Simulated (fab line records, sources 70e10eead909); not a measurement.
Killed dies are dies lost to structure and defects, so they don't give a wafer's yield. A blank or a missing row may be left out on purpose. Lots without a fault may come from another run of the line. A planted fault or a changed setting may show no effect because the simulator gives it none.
Chamber matching | flow nand_harc | NHARC_A_STAIRCASE_STRIP_476 on rie_diel-02: 4 sister chambers
The step strips in O2, time 20 s. 16 wafers are shown with their chamber, then 8 later ones without.

WAFERS WITH THEIR CHAMBER
wafer  | chamber | drypump_motor_current_A (A) | oes_product_au (a.u.) | showerhead_plenum_p_Torr (Torr)
L215.1 | 3       | 6.4                         | 1.002                 | 3.27
L215.3 | 1       | 6.1                         | 0.990                 | 3.55
L215.6 | 2       | 5.0                         | 1.011                 | 3.78
L221.2 | 0       | 5.6                         | 0.994                 | 3.60
L221.3 | 1       | 6.1                         | 0.984                 | 3.54
L221.4 | 3       | 6.3                         | 0.998                 | 3.26
L226.3 | 1       | 6.1                         | 0.996                 | 3.54
L226.5 | 1       | 6.1                         | 0.993                 | 3.54
L226.6 | 2       | 5.0                         | 1.012                 | 3.77
L224.4 | 1       | 6.1                         | 0.994                 | 3.53
L224.5 | 2       | 5.0                         | 1.011                 | 3.77
L224.6 | 0       | 5.6                         | 1.005                 | 3.60
L228.2 | 0       | 5.6                         | 0.986                 | 3.59
L228.3 | 3       | 6.3                         | 0.994                 | 3.81
L228.4 | 1       | 6.1                         | 0.987                 | 3.53
L227.2 | 3       | 6.3                         | 1.011                 | 3.80

SIGNATURES (means of the wafers above)
reading                  | chamber 0 | chamber 1 | chamber 2 | chamber 3 | scatter within a chamber
drypump_motor_current_A  | 5.600     | 6.100     | 5.000     | 6.325     | 0.025
oes_product_au           | 0.99500   | 0.99067   | 1.01133   | 1.00125   | 0.00609
showerhead_plenum_p_Torr | 3.5967    | 3.5383    | 3.7733    | 3.5350    | 0.156
Rule: a wafer's distance from a chamber is the root of the sum, over the readings, of the square of ((its reading less the chamber's mean) divided by the reading's scatter). The wafer belongs to the nearest chamber; if the next one is less than 2 further off, it can't be placed. The scatter: the root of (the sum of the squares of (reading less its chamber's mean) over the shown wafers, divided by (wafers less chambers)).

WAFERS WITHOUT THEIR CHAMBER
wafer  | drypump_motor_current_A (A) | oes_product_au (a.u.) | showerhead_plenum_p_Torr (Torr)
L227.5 | 5.6                         | 1.000                 | 3.59
L227.6 | 6.3                         | 1.008                 | 3.80
L231.2 | 6.4                         | 1.008                 | 3.80
L231.3 | 5.6                         | 1.005                 | 3.59
L231.5 | 5.6                         | 1.010                 | 3.59
L233.4 | 6.1                         | 0.992                 | 3.52
L233.5 | 5.0                         | 1.005                 | 3.76
L233.6 | 6.3                         | 1.014                 | 3.80

WHICH CHAMBER EACH WENT THROUGH
wafer  | from the rows above | in truth
L227.5 | 0                   | 0
L227.6 | 3                   | 3
L231.2 | 3                   | 3
L231.3 | 0                   | 0
L231.5 | 0                   | 0
L233.4 | 1                   | 1
L233.5 | 2                   | 2
L233.6 | 3                   | 3
Placed correctly: 8 of 8. Can't be placed from these rows: 0. Placed wrongly: 0.
